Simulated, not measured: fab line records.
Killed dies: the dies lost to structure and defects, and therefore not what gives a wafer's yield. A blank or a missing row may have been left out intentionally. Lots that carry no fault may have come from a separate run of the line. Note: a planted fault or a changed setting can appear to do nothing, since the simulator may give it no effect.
A struck lot beside a sound one :: flow nand harc :: 14 out of 1302 route steps
Sound: these wafers, L464.1, L464.4, L464.6. Struck: wafers L481.2, L481.4. (L481.6 of the same lot was not struck and is left out.) The cause comes at the end.
Each step with rows lists, per side, the tool, then ch with its chambers, then its first start. Under that, the readings that differ: sound wafers :: struck wafers :: difference of the means :: sigmas: that difference in standard deviations of wafers without a fault.
alike: readings with means less than 2 such deviations apart, plus words and numbers identical on both sides. not compared: withheld readings, readings lacking a value on some wafer, bounds such as >300 that could conceal the same value, and numbers that have no deviation in the record and whose values overlap.
The two part at a step that has a row with sigmas, a row that says differs or no value, or rows on one side only. Numbers that don't overlap but have no deviation are shown without sigmas and don't part them. Lack of a reading on every wafer of one side parts them only where that side has two or more wafers.

NHARC_A_STAIRCASE_TRIM_220: chemistry O2, time 211.2 s.
  sound on rie diel-04 ch 1,2,3, day 17 21:23; struck on rie diel-11 ch 1,3, day 24 18:56
  alike: drypump motor current A, mfc ar sccm, oes product au, rf vpp V, showerhead plenum p Torr, throttle valve pct
  not compared: rf hours counter h
then, 1 step without rows for these wafers: NHARC_A_STAIRCASE_ETCH_221 (etches the open film in C4F8/O2, target depth 100 nm, time 40.5 s).
NHARC_A_STAIRCASE_TRIM_222: chemistry O2, time 211.2 s.
  sound: rie diel-04 ch 1,3; struck: rie diel-11 ch 1,3
  alike: drypump motor current A, mfc ar sccm, oes product au, rf vpp V, showerhead plenum p Torr, throttle valve pct
  not compared: rf hours counter h
NHARC_A_STAIRCASE_ETCH_223: etches the open film in C4F8/O2, target depth 100 nm, time 40.5 s.
  sound: rie diel-04 ch 1,3; struck: rie diel-11 ch 2,3
  alike: oes product au, rf vpp V, run length s
  not compared: rf hours counter h
then, 4 steps without rows for these wafers: NHARC_A_STAIRCASE_TRIM_224 (chemistry O2, time 211.2 s); NHARC_A_STAIRCASE_ETCH_225 (etches the open film in C4F8/O2, target depth 100 nm, time 40.5 s); NHARC_A_STAIRCASE_TRIM_226 (chemistry O2, time 211.2 s); NHARC_A_STAIRCASE_ETCH_227 (etches the open film in C4F8/O2, target depth 100 nm, time 40.5 s).
NHARC_A_STAIRCASE_TRIM_229: chemistry O2, time 211.2 s.
  sound on rie diel-04 ch 2,3, day 17 22:35; struck on rie diel-11 ch 2,3, day 24 19:57
  alike: drypump motor current A, mfc ar sccm, oes product au, rf vpp V, showerhead plenum p Torr, throttle valve pct
  not compared: rf hours counter h
then, 2 steps without rows for these wafers: NHARC_A_STAIRCASE_ETCH_230 (etches the open film in C4F8/O2, target depth 100 nm, time 40.5 s); NHARC_A_STAIRCASE_TRIM_231 (chemistry O2, time 211.2 s).
NHARC_A_STAIRCASE_ETCH_232: etches the open film in C4F8/O2, target depth 100 nm, time 40.5 s.
  sound on rie diel-04 ch 1,2,3, day 17 23:02; struck on rie diel-11 ch 2,3, day 24 20:22
reading: run length s (s)
sound: 61.4 61.7 61.6
struck: 51.8 52.0
difference: -9.7
sigmas: -22
  alike: oes product au, rf vpp V
  not compared: rf hours counter h
NHARC_A_STAIRCASE_TRIM_233: chemistry O2, time 211.2 s.
  sound: rie diel-04 ch 2,3; struck: rie diel-11 ch 0,1
  alike: drypump motor current A, mfc ar sccm, oes product au, rf vpp V, showerhead plenum p Torr, throttle valve pct
  not compared: rf hours counter h
-- the record jumps here: 8 days lie between the struck wafers' starts before and after (it left off in module A_STAIRCASE and takes up again in module END, whose first step shown is number 1302 of the route) --
NHARC_END_SORT_01:
  sound on prober-02 ch 0, day 26 00:18; struck on prober-01 ch 0, day 32 18:41
reading: hold
sound: - - -
struck: await dispo/2.8h/release await dispo/2.8h/release
difference: no value on the sound wafers
sigmas: 

reading: killed at array
sound: 39 57 46
struck: 236 231
difference: +186
sigmas: +10

reading: killed dies
sound: 40 59 49
struck: 242 240
difference: +192
sigmas: +10
  alike: killed at other, killed at periphery, killed open, killed short

## WHERE THEY PART
First at NHARC_A_STAIRCASE_ETCH_232; last, within this record, at NHARC_END_SORT_01.

WHY: whatever the simulator had introduced
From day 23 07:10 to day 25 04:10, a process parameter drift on rie diel-11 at NHARC_A_STAIRCASE_ETCH_232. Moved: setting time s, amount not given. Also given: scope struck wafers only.
